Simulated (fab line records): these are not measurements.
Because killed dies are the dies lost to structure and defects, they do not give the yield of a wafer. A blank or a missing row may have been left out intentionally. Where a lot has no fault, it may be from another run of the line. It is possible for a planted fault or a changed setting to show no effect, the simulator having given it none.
fab line records	flow n5-finfet
record lots=5	wafers=15	last-day=17
route steps=1938 shown BEOL_M14@1750 BEOL_M15@1773 PASSIVATION@1936
lots that met no fault: taken from a fault-free run of the same line
start-h: the number of hours between the record's first day and the start of the first shown wafer of the lot	wait-h: how many hours have passed since the lot's step before this one	" same as the row above	L1.1+2: several wafers, shown together as one row	- no value present, or no start provided	* or withheld: withheld	< > ~ a bound
route shown NAME@n: NAME is a module with steps in the file, n the number in the route of the first one	usual: mean/standard deviation of fault-free wafers	same: alike in all rows	chamber/n: place in a boat	sites: the reading at each site	_std_site: the standard deviation of these	_edge_site: inner sites' mean taken away from outer sites' mean	radius-mm: for every site, how far away it sits from the centre of the wafer	mask NAME#n: copy n	behind: the most recent tool/chamber to have shaped the wafer	hold: why the lot went on hold/how many hours it stayed there/how the hold came to an end	device: names the non-switching transistor (n, p or np)	end of line: tests of these same wafers at the route's end	a step with no rows: only its recipe	killed: at the first sort, the dies lost to defects and structure; wafer yield is something else	map: shows each die of a wafer: x if killed, . if not, _ if none is there
set.NAME: the setting as run; set.NAME@STEP: as run at that earlier step	model.NAME: the simulator's own value behind a step, which no gauge read
lots at selected steps of the route; one table per step, one row per wafer
services: when a tool's chamber went out of use (start-h, in hours from the record's first day, below 0 if earlier), for how many hours, and the reason
## steps
# step N5_BEOL_M14_ETCH_67
# recipe chemistry=CF4	target=SiARC	target-depth-a=1430	time-s=238.3	ion-energy-ev=80	pressure-mtorr=40	source-w=545	bias-w=36	Ar_flow_sccm=100	cf4-flow-sccm=100	ends=cleared
# step N5_BEOL_M14_ETCH_68
# recipe chemistry=N2/H2	target=SOC	mask-material=SiARC	source-w=3000	bias-w=350	temp-c=40	time-s=450	ion-energy-ev=200	pressure-mtorr=30	n2-flow-sccm=200	h2-flow-sccm=200
# usual drypump-motor-current-A=5.8/0.39	oes-product-au=0.79/0.077	rf-vpp-V=523.6/2.3	showerhead-plenum-p-Torr=2.54/0.078	throttle-valve-pct=17.8/0.33
lot.wafer	tool	chamber	start-h	wait-h	drypump-motor-current-A	oes-product-au	rf-hours-counter-h	rf-vpp-V	showerhead-plenum-p-Torr	throttle-valve-pct
L255.2	rie-diel-03	2	269.13	0.1	5.6	0.77	137	527.7	2.66	17.9
L255.4	"	2	"	"	5.6	0.78	-	527.6	2.65	17.9
L255.6	"	1	"	"	5.8	0.86	-	528.3	2.68	17.4
L259.3	rie-diel-01	2	317.46	0.1	5.9	0.69	234	526.8	2.62	18.2
L259.4	"	0	"	"	5.4	0.82	81	520.3	2.47	18.2
L259.6	"	2	"	"	5.9	0.70	-	526.6	2.62	18.1
L268.2	rie-diel-06	0	362.23	0.1	5.8	0.71	203	523.2	2.52	17.9
L268.3	"	2	"	"	6.8	0.69	245	521.6	2.49	18.2
L268.5	"	2	"	"	6.9	0.69	-	521.9	2.49	18.2
L275.2	rie-diel-01	0	380.97	0.1	5.5	0.78	107	522.4	2.46	18.3
L275.4	"	3	"	"	6.1	0.80	78	523.0	2.47	17.4
L275.6	"	0	"	"	5.5	0.79	-	521.5	2.46	18.3
L273.2	rie-diel-01	1	388.26	0.1	5.5	0.74	184	523.7	2.53	17.5
L273.3	"	2	"	"	5.9	0.96	6	525.0	2.61	17.7
L273.4	"	3	"	"	6.1	0.80	80	521.9	2.46	17.4
# step N5_BEOL_M14_STRIP_69
# recipe chemistry=N2/H2	temp-c=40	n2-flow-sccm=200	h2-flow-sccm=200	rf-frequency-hz=6e+07
# step N5_BEOL_M14_TRENCH_ETCH_34
# recipe chemistry=C4F8/O2/Ar	target=SiO2	target-depth-a=5566.5	mask-material=SOC	he-inner-torr=15	he-outer-torr=30	time-s=126.9	ion-energy-ev=800	pressure-mtorr=20	source-w=1905	bias-w=2040	Ar_flow_sccm=400	C4F8_flow_sccm=16	O2_flow_sccm=12
# step N5_BEOL_M14_STRIP_70
# recipe chemistry=C4F8/O2/Ar	resist=SiARC	rf-frequency-hz=6e+07
# step N5_BEOL_M14_OCD_MEAS_35
# usual trench-depth-nm=556/7.7
lot.wafer	tool	chamber	start-h	wait-h	trench-depth-nm
L255.2	ocd-02	-	269.56	0.0	555
L255.4	"	-	"	"	553
L255.6	"	-	"	"	546
L259.3	ocd-01	-	317.89	0.0	552
L259.4	"	-	"	"	554
L259.6	"	-	"	"	554
L268.2	ocd-02	-	362.66	0.0	548
L268.3	"	-	"	"	541
L268.5	"	-	"	"	539
L275.2	ocd-01	-	381.40	0.0	555
L275.4	"	-	"	"	555
L275.6	"	-	"	"	552
L273.2	ocd-02	-	388.69	0.0	563
L273.3	"	-	"	"	562
L273.4	"	-	"	"	554
# step N5_BEOL_M14_STRIP_37
# recipe chemistry=O2	power-w=600	temp-c=60	pressure-mtorr=30	rf-frequency-hz=6e+07	bias-power-w=0	overash-fraction=0.3	o2-flow-sccm=225
# step N5_BEOL_M14_ETCH_38
# recipe chemistry=CF4/N2	target=SiCN	target-depth-a=1065	taper-deg=2	time-s=120.6	ion-energy-ev=150	mask-material=SiO2	pressure-mtorr=40	source-w=430	bias-w=70	Ar_flow_sccm=100	cf4-flow-sccm=60	n2-flow-sccm=60
# step N5_BEOL_M14_PRECLEAN_39
# recipe chemistry=residue-remover	time-s=60	temp-c=40
# step N5_BEOL_M14_SRD_40
# recipe time-s=30	temp-c=23	rinse-liquid=diw	dry=n2-spin	spin-rpm=1500	dry-time-s=30
# step N5_BEOL_M14_DEGAS_41
# recipe ambient=vacuum	temp-c=300	time-s=60
# step N5_BEOL_M14_PRE_CLEAN_42
# recipe gas=H2/He	time-s=30	temp-c=300
# step N5_BEOL_M14_SPUTTER_43
# recipe material=TaN	target-thk-a=150	temp-c=50	bias-v=168.6	power-w=15000	chamber-pressure-pa=0.12	time-s=24.19
# usual throttle-valve-pct=29.5/0.73
lot.wafer	tool	chamber	start-h	wait-h	throttle-valve-pct
L255.2	pvd-sputter-02	-	270.49	0.0	29.2
L255.4	"	-	"	"	30.5
L255.6	"	-	"	"	30.4
L259.3	pvd-sputter-03	-	320.96	0.0	30.0
L259.4	"	-	"	"	28.6
L259.6	"	-	"	"	29.2
L268.2	pvd-sputter-03	-	363.87	0.0	29.2
L268.3	"	-	"	"	28.8
L268.5	"	-	"	"	30.5
L275.2	pvd-sputter-02	-	385.73	0.0	28.0
L275.4	"	-	"	"	30.0
L275.6	"	-	"	"	30.6
L273.2	pvd-sputter-02	-	390.95	0.0	28.0
L273.3	"	-	"	"	29.9
L273.4	"	-	"	"	30.4
# step N5_BEOL_M14_SPUTTER_44
# recipe material=Ta	target-thk-a=150	temp-c=50	bias-v=80	power-w=15000	chamber-pressure-pa=0.07	time-s=24.19
# usual throttle-valve-pct=29.5/0.74
lot.wafer	tool	chamber	start-h	wait-h	throttle-valve-pct
L255.2	pvd-sputter-02	-	270.57	0.0	29.4
L255.4	"	-	"	"	30.3
L255.6	"	-	"	"	30.3
L259.3	pvd-sputter-03	-	321.04	0.0	29.8
L259.4	"	-	"	"	28.5
L259.6	"	-	"	"	29.3
L268.2	pvd-sputter-03	-	363.95	0.0	29.1
L268.3	"	-	"	"	28.5
L268.5	"	-	"	"	30.1
L275.2	pvd-sputter-02	-	385.81	0.0	27.9
L275.4	"	-	"	"	29.6
L275.6	"	-	"	"	30.2
L273.2	pvd-sputter-02	-	391.03	0.0	27.9
L273.3	"	-	"	"	29.6
L273.4	"	-	"	"	30.3
# step N5_BEOL_M14_SPUTTER_45
# recipe material=Cu	target-thk-a=1000	temp-c=-20	bias-v=60	power-w=26000	chamber-pressure-pa=0.13	time-s=16.67
# step N5_BEOL_M14_ECD_47
# recipe material=Cu	target-thk-a=12480
# step N5_BEOL_M14_ANNEAL_48
# recipe temp-c=225	time-s=90	ambient=N2
# step N5_BEOL_M14_CMP_49
# recipe stop-on=SiO2	t-overpolish-s=5.2	down-force-psi=2	platen-rpm=80	clearing-platen-down-force-psi=2	clearing-platen-rpm=80	post-cmp-clean=cu-alkaline	target-thk-nm=560	clearing-platen-pad-velocity-m-s=1.5917	pad-velocity-m-s=1.5917
# step N5_BEOL_M14_THK_MEAS_50
# recipe thk-meas-gauge=xrf	reads=Cu_of_BEOL_M14_ECD_47
# usual M14_THK=571/8.9
lot.wafer	tool	chamber	start-h	wait-h	M14_THK[nm]
L255.2	film-metro-01	-	271.55	-	570
L255.4	"	-	"	"	570
L255.6	"	-	"	"	562
L259.3	film-metro-01	-	322.64	-	571
L259.4	"	-	"	"	570
L259.6	"	-	"	"	573
L268.2	film-metro-01	-	364.94	-	562
L268.3	"	-	"	"	549
L268.5	"	-	"	"	551
L275.2	film-metro-01	-	386.87	-	568
L275.4	"	-	"	"	572
L275.6	"	-	"	"	563
L273.2	film-metro-02	-	392.23	-	578
L273.3	"	-	"	"	577
L273.4	"	-	"	"	568
# step N5_BEOL_M14_PRE_CLEAN_52
# recipe gas=NH3	time-s=15	temp-c=withheld	rf-power-w=300
# step N5_BEOL_M14_DEP_53
# recipe material=SiCN	target-thk-a=500	temp-c=withheld	precursor=3MS/NH3	pressure-torr=3	rf-w=675	time-s=17.8
# usual showerhead-plenum-p-Torr=4.15/0.032	throttle-valve-pct=17.9/1.3
lot.wafer	tool	chamber	start-h	wait-h	showerhead-plenum-p-Torr	throttle-valve-pct
L255.2	pecvd-04	1	271.62	0.0	4.17	17.8
L255.4	"	2	"	"	4.15	16.0
L255.6	"	2	"	"	4.14	16.0
L259.3	pecvd-04	2	322.73	0.0	4.15	16.4
L259.4	"	1	"	"	4.16	18.3
L259.6	"	1	"	"	4.16	17.9
L268.2	pecvd-03	0	365.00	0.0	4.19	20.1
L268.3	"	1	"	"	4.15	18.3
L268.5	"	1	"	"	4.16	17.8
L275.2	pecvd-04	1	386.93	0.0	4.17	18.4
L275.4	"	2	"	"	4.15	16.2
L275.6	"	1	"	"	4.16	18.1
L273.2	pecvd-04	0	392.29	0.0	4.07	19.3
L273.3	"	1	"	"	4.17	18.1
L273.4	"	0	"	"	4.08	19.1
# step N5_BEOL_M14_RS_MEAS_54
# recipe thk-meas-gauge=four-point-probe	reads=Cu_of_BEOL_M14_ECD_47+Ta_of_BEOL_M14_SPUTTER_44+TaN_of_BEOL_M14_SPUTTER_43
# usual M14_RS=0.0332/0.00048
lot.wafer	tool	chamber	start-h	wait-h	M14_RS[ohm/sq]
L255.2	film-metro-01	-	271.71	0.1	0.0334
L255.4	"	-	"	"	0.0334
L255.6	"	-	"	"	0.0338
L259.3	film-metro-01	-	322.80	0.1	0.0335
L259.4	"	-	"	"	0.0332
L259.6	"	-	"	"	0.0334
L268.2	film-metro-01	-	365.07	0.1	0.0336
L268.3	"	-	"	"	0.0342
L268.5	"	-	"	"	0.0343
L275.2	film-metro-01	-	386.99	0.1	0.0333
L275.4	"	-	"	"	0.0333
L275.6	"	-	"	"	0.0334
L273.2	film-metro-02	-	392.36	0.1	0.0326
L273.3	"	-	"	"	0.0327
L273.4	"	-	"	"	0.0333
# step N5_BEOL_M15_ILD_DEP_00
# recipe material=SiO2	target-thk-a=16293	temp-c=400	precursor=TEOS/O2	pressure-torr=6.5	rf-w=900	teos-flow-sccm=161.4	gas=O2	flow-sccm=2650	time-s=346.1
# usual heater-power-w=507/95	showerhead-plenum-p-Torr=8.34/0.047	throttle-valve-pct=18.8/1
lot.wafer	tool	chamber	start-h	wait-h	heater-power-w	showerhead-plenum-p-Torr	throttle-valve-pct
L255.2	pecvd-04	1	271.77	0.0	474	8.36	18.6
L255.4	"	1	"	"	346	8.37	18.5
L255.6	"	1	"	"	437	8.35	18.4
L259.3	pecvd-04	1	322.97	0.1	448	8.36	18.8
L259.4	"	2	"	"	430	8.34	16.6
L259.6	"	2	"	"	317	8.33	16.9
L268.2	pecvd-02	2	365.13	0.0	612	8.38	19.3
L268.3	"	0	"	"	553	8.34	19.0
L268.5	"	2	"	"	464	8.39	19.5
L275.2	pecvd-04	2	387.06	0.0	367	8.35	16.6
L275.4	"	2	"	"	422	8.36	17.0
L275.6	"	0	"	"	370	8.21	20.0
L273.2	pecvd-04	2	392.42	0.0	410	8.32	17.0
L273.3	"	0	"	"	396	8.20	19.6
L273.4	"	1	"	"	465	8.34	18.7
# step N5_BEOL_M15_THK_MEAS_01
# recipe reads=SiO2_of_BEOL_M15_ILD_DEP_00
# usual M15_ILD_THK=1635/19
lot.wafer	tool	chamber	start-h	wait-h	M15_ILD_THK[nm]
L255.2	film-metro-01	-	272.14	0.3	1626
L255.4	"	-	"	"	1648
L255.6	"	-	"	"	1648
L259.3	film-metro-02	-	323.22	0.1	1619
L259.4	"	-	"	"	1637
L259.6	"	-	"	"	1628
L268.2	film-metro-01	-	365.38	0.1	1609
L268.3	"	-	"	"	1619
L268.5	"	-	"	"	1637
L275.2	film-metro-02	-	387.31	0.1	1642
L275.4	"	-	"	"	1652
L275.6	"	-	"	"	1672
L273.2	film-metro-02	-	392.67	0.1	1627
L273.3	"	-	"	"	1619
L273.4	"	-	"	"	1630
# step N5_BEOL_M15_COAT_58
# recipe resist=BARC	temp-c=205	time-s=60	spin-rpm=1500	resist-thk-nm=89
# step N5_BEOL_M15_COAT_04
# recipe spin-rpm=1704	resist-thk-nm=800
# step N5_BEOL_M15_EBR_06
# recipe solvent=PGMEA	ebr-width-mm=1.5
# step N5_BEOL_M15_SOFTBAKE_05
# recipe temp-c=130	time-s=60
# step N5_BEOL_M15_EXPOSE_07
# recipe mask-id=V14	na=0.8	source-shape=annular	sigma-inner=0.5	sigma-outer=0.8	polarization=unpolarized	attpsm-phase-deg=180	dose-mj=41.25
# step N5_BEOL_M15_PEB_08
# recipe peb-temp-c=130	peb-time-s=90
# step N5_BEOL_M15_DEVELOP_09
# recipe develop-time-s=45	rinse-liquid=diw	dry=air-spin	dev-temp-c=21
# step N5_BEOL_M15_HARDBAKE_14
# recipe temp-c=130	time-s=120
# step N5_BEOL_M15_CD_MEAS_10
# recipe target-cd-nm=360	landing-energy-ev=500	detector=se-inlens	polarity=opening
# usual cd-nm=359.7/1.2
# same landing-energy-ev=500
lot.wafer	tool	chamber	start-h	wait-h	cd-nm
L255.2	cd-sem-03	0	272.57	-	360.3
L255.4	"	0	"	"	358.7
L255.6	"	0	"	"	360.3
L259.3	cd-sem-01	0	323.65	-	358.7
L259.4	"	0	"	"	358.9
L259.6	"	0	"	"	358.6
L268.2	cd-sem-02	0	365.69	-	359.4
L268.3	"	0	"	"	360.3
L268.5	"	0	"	"	360.0
L275.2	cd-sem-03	0	387.61	-	358.5
L275.4	"	0	"	"	358.6
L275.6	"	0	"	"	356.9
L273.2	cd-sem-02	0	393.15	-	357.6
L273.3	"	0	"	"	358.2
L273.4	"	0	"	"	357.3
# step N5_BEOL_M15_OVL_MEAS_11
# recipe points-per-wafer=44
# usual V14_OVL=0/7.1
lot.wafer	tool	chamber	start-h	wait-h	V14_OVL[nm]
L255.2	overlay-01	0	272.60	0.0	-4
L255.4	"	0	"	"	-5
L255.6	"	0	"	"	-4
L259.3	overlay-02	0	323.68	0.0	-10
L259.4	"	0	"	"	-7
L259.6	"	0	"	"	-11
L268.2	overlay-01	0	365.72	0.0	-15
L268.3	"	0	"	"	-2
L268.5	"	0	"	"	-9
L275.2	overlay-01	0	387.64	0.0	-4
L275.4	"	0	"	"	-7
L275.6	"	0	"	"	-8
L273.2	overlay-02	0	393.18	0.0	-11
L273.3	"	0	"	"	1
L273.4	"	0	"	"	-7
# step N5_BEOL_M15_DESCUM_15
# recipe chemistry=O2	time-s=7.9	source-power-w=50	bias-power-w=20	pressure-mtorr=20	rf-frequency-hz=2.712e+07	temp-c=40	o2-flow-sccm=225
# step N5_BEOL_M15_ETCH_59
# recipe chemistry=N2/H2	target=BARC	target-depth-a=890	overetch-a=267	time-s=67.9	ion-energy-ev=200	pressure-mtorr=30	source-w=840	bias-w=150	n2-flow-sccm=200	h2-flow-sccm=200
# step N5_BEOL_M15_VIA_ETCH_16
# recipe chemistry=C4F8/O2/Ar	target=SiO2	he-inner-torr=15	he-outer-torr=30	target-depth-a=17922	time-s=withheld	ion-energy-ev=800	pressure-mtorr=20	source-w=1905	bias-w=2040	Ar_flow_sccm=400	C4F8_flow_sccm=16	O2_flow_sccm=12	ends=cleared
# usual drypump-motor-current-A=5.7/0.5	mfc-ar-sccm=400.0/1.1	oes-product-au=0.71/0.098	rf-vpp-V=2232/21	showerhead-plenum-p-Torr=3.44/0.1	throttle-valve-pct=30.91/0.25
lot.wafer	tool	chamber	start-h	wait-h	drypump-motor-current-A	mfc-ar-sccm	oes-product-au	rf-vpp-V	showerhead-plenum-p-Torr	throttle-valve-pct
L255.2	rie-diel-05	3	272.74	0.0	5.6	400.0	0.63	2247	3.39	31.32
L255.4	"	1	"	"	6.7	399.7	0.62	2249	3.39	31.08
L255.6	"	0	"	"	5.4	400.9	0.61	2236	3.38	30.88
L259.3	rie-diel-02	2	323.82	0.0	5.6	400.8	0.64	2254	3.42	30.57
L259.4	"	3	"	"	4.8	399.7	0.64	2208	3.41	31.19
L259.6	"	1	"	"	5.9	400.1	0.78	2246	3.63	30.65
L268.2	rie-diel-02	1	365.86	0.0	5.9	399.0	0.76	2245	3.63	30.64
L268.3	"	2	"	"	5.6	397.6	0.64	2250	3.41	30.59
L268.5	"	1	"	"	5.9	401.3	0.76	2244	3.63	30.66
L275.2	rie-diel-05	0	387.79	0.0	5.4	401.0	0.83	2233	3.36	30.71
L275.4	"	3	"	"	5.6	398.8	0.86	2246	3.38	31.19
L275.6	"	1	"	"	6.7	400.3	0.86	2246	3.37	30.78
L273.2	rie-diel-02	1	393.64	0.0	5.9	401.1	0.76	2242	3.62	30.67
L273.3	"	2	"	"	5.6	400.1	0.63	2250	3.41	30.60
L273.4	"	0	"	"	6.0	400.3	0.81	2215	3.37	31.08
# step N5_BEOL_M15_STRIP_63
# recipe chemistry=O2	power-w=600	temp-c=60	pressure-mtorr=30	rf-frequency-hz=6e+07	bias-power-w=0	overash-fraction=0.3	o2-flow-sccm=225
# step N5_BEOL_M15_STRIP_64
# recipe chemistry=O2	power-w=600	temp-c=60	pressure-mtorr=30	rf-frequency-hz=6e+07	bias-power-w=0	overash-fraction=0.3	o2-flow-sccm=225
# step N5_BEOL_M15_STRIP_65
# recipe chemistry=post-etch-residue-remover	time-s=60	temp-c=25	remover-ph=withheld	remover-water-wt-pct=withheld	remover-fluoride-wt-pct=withheld
# step N5_PASSIVATION_PROBE_49
# usual defect-limited-yield=91.1/1.4	killed_at_M0_to_M3=33/10	killed_at_M4_up=15/5.8	killed-at-contacts=13/5.9	killed-at-front-end=39/11	killed-at-other=4/3.6	killed-dies=105/16	killed-on-rim=13/3.7	killed-open=68/11	killed-short=34/7.8	sort_bin_5_function=5.2/0.88	sort_bin_6_memory=3.3/0.61	sort-n-pass=1075/16	sort-yield-pct=91.1/1.4
# same gross-dies=1180	killed-at-back-side=0	sort_bin_4_leakage[%]=0	sort_bin_8_speed[%]=0
lot.wafer	tool	chamber	start-h	wait-h	defect-limited-yield[%]	killed_at_M0_to_M3	killed_at_M4_up	killed-at-contacts	killed-at-front-end	killed-at-other	killed-dies	killed-on-rim	killed-open	killed-short	sort_bin_5_function[%]	sort_bin_6_memory[%]	sort-n-pass	sort-yield-pct[%]
L255.2	prober-01	-	291.16	0.1	92.7	26	8	13	39	0	86	7	60	24	4.7	2.0	1094	92.7
L255.4	prober-01	-	291.26	0.2	90.3	28	14	10	61	1	114	18	80	33	5.5	3.9	1066	90.3
L255.6	prober-01	-	291.36	0.3	91.9	21	10	10	51	4	96	12	55	33	4.6	2.8	1084	91.9
L259.3	prober-01	-	345.53	0.1	91.9	43	19	9	24	1	96	14	65	29	4.4	3.5	1084	91.9
L259.4	prober-01	-	345.58	0.2	91.7	23	23	6	41	5	98	4	63	34	4.7	3.5	1082	91.7
L259.6	prober-01	-	345.68	0.3	90.6	44	18	8	39	2	111	14	69	39	5.1	4.0	1069	90.6
L268.5	prober-02	-	385.90	0.2	80.8	40	150	12	25	0	227	12	61	33	12.1	4.2	953	80.8
# killed by level:class
L255.2 FIN_SAQP:geometric-particle:open=13 MOL_CONTACT_COAG:geometric-particle:open=11 FIN_SAQP:geometric-particle:short=8 BEOL_M0:geometric-particle:open=6 DUMMY_GATE:geometric-particle:open=5 BEOL_M3:geometric-particle:open=5 STI_FIN_REVEAL:geometric-particle:open=4 SPACER0:geometric-particle:short=3
L255.4 STI_FIN_REVEAL:geometric-particle:open=17 FIN_SAQP:geometric-particle:short=14 FIN_SAQP:geometric-particle:open=9 MOL_CONTACT_COAG:geometric-particle:open=9 BEOL_M0:geometric-particle:open=8 BEOL_M3:geometric-particle:open=7 DUMMY_GATE:geometric-particle:open=5 GATE_CUT:geometric-particle:short=4
L255.6 STI_FIN_REVEAL:geometric-particle:open=11 BEOL_M0_SAQP:geometric-particle:short=7 STARTING-WAFER:geometric-particle:open=7 MOL_CONTACT_COAG:geometric-particle:open=6 BEOL_M4:geometric-particle:open=6 FIN_SAQP:geometric-particle:short=5 FIN_SAQP:geometric-particle:open=5 DUMMY_GATE:geometric-particle:open=5
L259.3 BEOL_M2:geometric-particle:open=17 BEOL_M0_SAQP:geometric-particle:open=8 MOL_CONTACT_COAG:geometric-particle:open=7 BEOL_M4:geometric-particle:open=7 BEOL_M2:geometric-particle:short=5 BEOL_M3:geometric-particle:open=5 FIN_SAQP:geometric-particle:open=4 BEOL_M0_SAQP:geometric-particle:short=4
L259.4 STI_FIN_REVEAL:geometric-particle:open=12 BEOL_M4:geometric-particle:open=12 GATE_CUT:geometric-particle:short=7 MOL_CONTACT_COAG:geometric-particle:open=6 BEOL_M0_SAQP:geometric-particle:short=6 FIN_SAQP:geometric-particle:short=4 DUMMY_GATE:geometric-particle:open=4 BEOL_M1:geometric-particle:short=4
L259.6 BEOL_M2:geometric-particle:open=13 FIN_SAQP:geometric-particle:short=8 BEOL_M4:geometric-particle:open=7 FIN_SAQP:geometric-particle:open=6 BEOL_M0_SAQP:geometric-particle:open=6 BEOL_M1:geometric-particle:open=6 BEOL_M3:geometric-particle:open=6 MOL_CONTACT_COAG:geometric-particle:open=5
L268.5 BEOL_M14:unspecified=133 BEOL_M0_SAQP:geometric-particle:short=13 MOL_CONTACT_COAG:geometric-particle:open=12 STI_FIN_REVEAL:geometric-particle:open=8 BEOL_M2:geometric-particle:open=8 BEOL_M0_SAQP:geometric-particle:open=8 BEOL_M8:geometric-particle:open=4 DUMMY_GATE:geometric-particle:open=3
# map L268.5 (x killed, . not)
_________________.x..........________________
______________.................._____________
___________........x.x.....x...xx..__________
__________..x..............x........_________
________...x.....x..................x._______
_______...x...x............x...........______
______..x..xx...x.......x......x.x......_____
_____.x.x....x..................x..x.....____
____......x.......x...........x.x..x...x..___
___.....x.....................x............__
___...x..........x...x..........x..........__
__..x...........x...............x..........._
__...................x............x........._
_.....x....x....................x..........x.
_...........................x.....x.x........
_.........x.x..............x.xxxxxx..........
_..........................xxxxxxxxxxx.....x.
_....x....x..x..x......x..xxxxxxxxxxxx.......
_.x......................x.xxxxxxxxxxxxx.x...
_.....x.x...x.....xx....x..xxxxxxxxxx.xx.x...
_..........x..x.........x.xxxxxxxxxxxxx......
__................x...x.x.xxxxxxxxxxxxxx...._
__............x......x.x.xxxxxxxxxxxxxx....._
___.............x.........xxxxxxxxxx.xxx...__
___.x...x..x..............x.xxxxxxxxx.x....__
____x...x......x....x.......x..xxx.xx.....___
_____...................x......x........x____
______...x.............x................_____
_______......x.x.......................______
________..x...x............x.........._______
__________............x............._________
___________....x..x................__________
______________..x.........x....._____________
_________________...........x________________
# map L259.6 (x killed, . not)
_________________..........x.________________
______________................xx_____________
___________x.....xx..x.......x.....__________
__________.x................x...x..._________
________.........xx..........x.x......_______
_______.........x......x...........x...______
______.........x.x.......x..........x..._____
_____......x...........xx......x..x...x..____
____.x........x....x.....x................___
___............x...............x....x......__
___.....x.x.x......x...x.....x.............__
__...............x....xx....x.....x....x...._
__.....................x............x......._
_.....x.............x...x.......x......x.....
_..................x.......x.................
_.............x..............................
_.................x...................x......
_..x............xx...x.x.xx.......x.........x
_.x..x..............x............x..x..x.x...
_...x...................................x....
_...................................x........
__...................x........x............._
__x........x......x.............x....x......_
___..x.........x...x.......................__
___......x..x......................xx......__
____x......x.x.......x....................___
_____.x........x.............x...........____
______................................x._____
_______..x..........x............x.....______
________....................x...x.x..._______
__________.........................._________
___________.x.....x.......x....x.x.__________
______________.................._____________
_________________............________________
## services
tool	chamber	start-h	hours	kind
rie-diel-01	1	247.05	2.6	repair
rie-diel-03	3	247.54	9.3	repair
pecvd-04	-	257.15	0.9	repair
rie-diel-03	-	267.25	1.6	repair
rie-diel-02	3	267.45	4.0	repair
pecvd-04	0	267.48	5.5	scheduled-down
rie-diel-02	-	275.75	2.8	pm
pecvd-02	1	291.17	6.9	repair
pecvd-04	-	292.11	1.9	repair
rie-diel-02	0	303.00	-	clean
rie-diel-02	0	303.00	-	consumable-replace:focus-ring
rie-diel-02	0	303.00	19.1	scheduled-down
rie-diel-02	0	303.00	19.1	vent-cycle
pecvd-03	2	307.31	8.5	repair
pecvd-03	-	318.67	1.6	repair
pecvd-04	0	321.03	5.0	scheduled-down
rie-diel-03	2	330.71	4.4	repair
pecvd-03	-	339.69	1.8	repair
rie-diel-01	2	357.51	-	clean
rie-diel-01	2	357.51	-	consumable-replace:focus-ring
rie-diel-06	-	370.27	2.8	pm
rie-diel-06	1	389.46	5.7	repair
rie-diel-03	3	390.81	4.9	repair
pecvd-04	-	393.61	6.0	pm
## key
first-sign step=N5_PASSIVATION_PROBE_49	reading=killed_at_M4_up	direction=up	sigmas=23	usual=15	struck=150
effect step=N5_PASSIVATION_PROBE_49	reading=defect-limited-yield	direction=down	sigmas=7.7	usual=91.1	struck=80.8
more-kills-born-at N5_BEOL_M14_SPUTTER_43@pvd-sputter-03=133
met-at N5_BEOL_M14_SPUTTER_43
struck-wafers L268.5
fault kind=chamber-particle-source	tool=pvd-sputter-03	chamber=-	onset-h=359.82	steps=N5_BEOL_M14_SPUTTER_43	rate-per-visit-cm2=1.2889	end-h=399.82	scope=struck-wafers-only
